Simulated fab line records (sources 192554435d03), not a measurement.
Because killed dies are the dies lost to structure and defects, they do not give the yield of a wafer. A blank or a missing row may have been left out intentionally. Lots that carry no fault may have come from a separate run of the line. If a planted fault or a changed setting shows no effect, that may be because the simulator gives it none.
Chamber matching    flow n5Finfet    rieDiel-02 running N5_FIN_SAQP_DESCUM_21: 4 sister chambers
The step chemistry O2, time 7.9 s. 16 wafers are shown with their chamber, then 8 later ones without.

== WAFERS, EACH WITH ITS CHAMBER ==
wafer   chamber  showerheadPlenumPTorr (Torr)  drypumpMotorCurrentA (A)  oesProductAu (a.u.)
L075.2  2        2.22                          6.0                       0.86
L075.4  1        1.99                          6.2                       0.71
L075.5  2        2.22                          6.0                       0.85
L087.1  3        2.13                          6.4                       0.95
L087.2  1        1.98                          6.2                       0.69
L087.3  2        2.21                          6.0                       0.82
L091.1  3        2.13                          6.3                       0.92
L091.2  1        1.98                          6.2                       0.68
L091.3  2        2.21                          6.0                       0.83
L091.4  0        2.01                          6.4                       0.76
L091.5  1        1.98                          6.2                       0.69
L091.6  0        2.01                          6.4                       0.75
L092.2  2        2.20                          6.0                       0.82
L092.4  0        2.01                          6.4                       0.75
L092.6  3        2.13                          6.3                       0.93
L093.2  3        2.13                          6.4                       0.93

SIGNATURES (averages over the wafers above)
reading                chamber 0  chamber 1  chamber 2  chamber 3  scatter within a chamber
showerheadPlenumPTorr  2.0100     1.9825     2.2120     2.1300     0.00544
drypumpMotorCurrentA   6.400      6.200      6.000      6.350      0.0289
oesProductAu           0.7533     0.6925     0.8360     0.9325     0.014
Rule: for a wafer and a chamber, the distance is found by dividing, reading by reading, the gap between the wafer's reading and the chamber's mean by the reading's scatter, squaring, summing and taking the root. The wafer belongs to the nearest chamber; if the next one is less than 2 further off, it can't be placed. How the scatter is found: for the shown wafers, subtract from each reading the mean of its chamber, square and add these, divide the total by (wafers less chambers), then take the root.

== WAFERS WITH NO CHAMBER GIVEN ==
wafer   showerheadPlenumPTorr (Torr)  drypumpMotorCurrentA (A)  oesProductAu (a.u.)
L093.3  2.00                          6.4                       0.75
L093.6  2.20                          6.0                       0.81
L096.1  2.00                          6.4                       0.74
L096.4  2.12                          6.4                       0.90
L096.5  2.20                          6.0                       0.82
L097.1  2.00                          6.4                       0.75
L097.3  2.12                          6.3                       0.90
L097.6  2.20                          6.0                       0.81

== CHAMBER TAKEN BY EACH ==
wafer   from the rows above  in truth
L093.3  0                    0
L093.6  2                    2
L096.1  0                    0
L096.4  3                    3
L096.5  2                    2
L097.1  0                    0
L097.3  3                    3
L097.6  2                    2
Correct placement for 8 of the 8. Can't be placed from these rows: 0. 0 placed wrongly.
